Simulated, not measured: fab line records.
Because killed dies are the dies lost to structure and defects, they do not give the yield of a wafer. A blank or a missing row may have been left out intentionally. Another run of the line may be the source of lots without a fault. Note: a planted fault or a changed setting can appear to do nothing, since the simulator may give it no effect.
A struck lot beside a sound one | flow n5 finfet | 14 out of 1938 route steps
Sound: the wafers L943.1, L943.2, L943.5. The struck wafers were L955.1, L955.4, L955.6. At the end, the cause is stated.
At each step with rows: each side's tool, then ch and its chambers, then its first start. Under that, the readings that differ: sound wafers | struck wafers | difference of the means | sigmas: that difference in standard deviations of wafers without a fault.
alike: same words and numbers on both sides, and readings whose means sit less than 2 such deviations apart. not compared: any withheld reading, any reading some wafer has no value for, any bound like >300 that may hide the same value, and any number with overlapping values for which the record gives no deviation.
A row with sigmas, a row that says differs or no value, or rows on one side alone: a step with any of these is where the two part. Numbers that have no deviation but don't overlap get no sigmas and don't part them. A reading that every wafer of one side lacks parts them only if that side has two wafers or more.

first, 1 step without rows for these wafers: N5_BEOL_M14_PRE_CLEAN_52 (time 15 s).
N5_BEOL_M14_DEP_53: deposits SiCN from 3MS/NH3, target thk 50 nm, time 17.8 s.
  sound on pecvd-01 ch 0,1,2, day 12 10:50; struck on pecvd-03 ch 0,1,2, day 16 04:55
  alike: rf fwd power W, showerhead plenum p Torr, throttle valve pct
N5_BEOL_M14_RS_MEAS_54: the measuring method here is four-point-probe.
  sound on film metro-02, day 12 10:54; struck on film metro-02, day 16 04:59
  alike: M14_RS
N5_BEOL_M14_INSPECT_55: inspects for defects (darkfield).
  sound on defect inspect-02, day 12 10:56; struck on defect inspect-01, day 16 05:01
  alike: raw defect count
N5_BEOL_M15_ILD_DEP_00: deposits SiO2 from TEOS/O2, target thk 1629.3 nm, time 346.1 s.
  sound on pecvd-01 ch 0,2, day 12 10:58; struck on pecvd-04 ch 0,2, day 16 05:03
  alike: heater power w, rf fwd power W, showerhead plenum p Torr, throttle valve pct
N5_BEOL_M15_THK_MEAS_01:
  sound on film metro-02, day 12 11:13; struck on film metro-01, day 16 05:17
  alike: M15_ILD_THK
then, 6 steps without rows for these wafers: N5_BEOL_M15_COAT_58 (time 60 s, resist thk 89 nm); N5_BEOL_M15_COAT_04 (resist thk 800 nm); N5_BEOL_M15_EBR_06; N5_BEOL_M15_SOFTBAKE_05 (time 60 s); N5_BEOL_M15_EXPOSE_07 (exposes mask V14); N5_BEOL_M15_PEB_08 (peb time 90 s).
N5_BEOL_M15_DEVELOP_09: develop time 45 s.
  sound on litho track-04 ch 0, day 12 11:32; struck on litho track-05, day 16 05:29
  no value came back on the struck wafers for chill plate temp C (C), develop time s (s); on the sound wafers chill plate temp C (C) reads 22.98 23.00 23.09
  reading                                    | sound             | struck          | difference | sigmas
  model.coat_of_BEOL_M15_COAT_04.thk nm (nm) | 786.4 784.4 784.4 | 795.6 798 798.2 | +12.2      |
then, 1 step without rows for these wafers: N5_BEOL_M15_HARDBAKE_14 (time 120 s).

WHERE THEY PART
Only at N5_BEOL_M15_DEVELOP_09, within this record.

WHY: what had been put in by the simulator
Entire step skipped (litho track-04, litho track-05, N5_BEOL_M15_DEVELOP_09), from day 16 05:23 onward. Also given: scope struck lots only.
